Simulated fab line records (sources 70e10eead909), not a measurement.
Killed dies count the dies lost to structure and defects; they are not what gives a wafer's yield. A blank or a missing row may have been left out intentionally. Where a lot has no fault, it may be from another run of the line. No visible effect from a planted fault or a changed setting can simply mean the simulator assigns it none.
Chamber matching    flow nand_harc    NHARC_P_M0_CMP_23 on cmp-03: 4 sister chambers
The step polishes, t overpolish 20 s, target thk 117.53 nm. 24 wafers are shown with their chamber, then 12 later ones without.

WAFERS PAIRED WITH THEIR CHAMBERS
wafer   chamber  motor_current_A (A)  time_to_endpoint_s (s)  retaining_ring_pressure_frac
L077.1  2        12.8                 26.8                    1.004
L077.2  1        11.9                 29.5                    1.000
L077.3  0        10.4                 26.9                    0.998
L078.2  1        11.4                 30.3                    0.999
L078.4  0        10.5                 32.4                    1.004
L078.6  2        12.5                 30.3                    1.004
L081.3  3        11.5                 27.9                    0.998
L081.4  2        12.3                 28.7                    1.002
L081.6  2        12.9                 27.9                    0.996
L082.1  2        13.7                 25.6                    1.002
L082.2  3        12.2                 25.4                    1.003
L082.3  0        10.6                 24.8                    0.997
L084.2  0        10.4                 28.4                    1.005
L084.3  3        11.7                 29.5                    1.000
L084.5  2        12.1                 28.3                    1.003
L088.1  3        11.9                 27.6                    1.000
L088.5  3        11.8                 26.2                    0.999
L088.6  0        10.5                 27.5                    1.001
L085.4  3        11.8                 28.6                    0.996
L085.5  3        11.3                 28.1                    1.006
L085.6  2        12.7                 26.7                    1.001
L089.2  0        10.7                 26.8                    0.998
L089.3  2        12.4                 28.7                    1.000
L089.5  2        12.6                 28.5                    1.003

SIGNATURES (averages over the wafers above)
reading                       chamber 0  chamber 1  chamber 2  chamber 3  scatter within a chamber
motor_current_A               10.517     11.650     12.667     11.743     0.346
time_to_endpoint_s            27.800     29.900     27.944     27.614     1.73
retaining_ring_pressure_frac  1.00050    0.99950    1.00167    1.00029    0.00294
Rule: a wafer lies at a distance from a chamber equal to the root of the sum of squares, over the readings, of (its reading less the chamber's mean, divided by the reading's scatter). If the next closest chamber is less than 2 further off than the closest, the wafer can't be placed; otherwise it belongs to the closest. The scatter: take each reading less its chamber's mean, square it, sum over the shown wafers, divide by the number of wafers less the number of chambers, and take the root.

WAFERS WITHOUT THEIR CHAMBER
wafer   motor_current_A (A)  time_to_endpoint_s (s)  retaining_ring_pressure_frac
L093.1  13.1                 29.1                    0.999
L093.3  12.3                 29.0                    0.998
L093.5  12.4                 27.0                    1.002
L094.3  10.4                 28.9                    1.004
L094.4  12.3                 29.7                    1.003
L094.5  12.0                 28.3                    0.992
L095.1  10.1                 30.1                    0.996
L095.2  12.1                 29.4                    0.999
L095.5  10.8                 25.0                    0.992
L096.1  12.6                 30.3                    1.004
L096.2  11.4                 28.8                    1.001
L096.3  12.0                 29.4                    0.994

THE CHAMBER EACH PASSED THROUGH
wafer   from the rows above           in truth
L093.1  2                             2
L093.3  can't be placed: 2 or 3 or 1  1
L093.5  can't be placed: 2 or 3 or 1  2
L094.3  0                             0
L094.4  can't be placed: 2 or 3 or 1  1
L094.5  can't be placed: 1 or 3 or 2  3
L095.1  0                             0
L095.2  can't be placed: 1 or 3 or 2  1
L095.5  can't be placed: 0 or 3 or 1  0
L096.1  can't be placed: 2 or 1 or 3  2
L096.2  can't be placed: 1 or 3 or 0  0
L096.3  can't be placed: 1 or 3 or 2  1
Correctly placed: 3 of 12. Unplaceable from these rows: 9, with the true chamber sitting among the candidates in 9. Wrongly placed: 0.
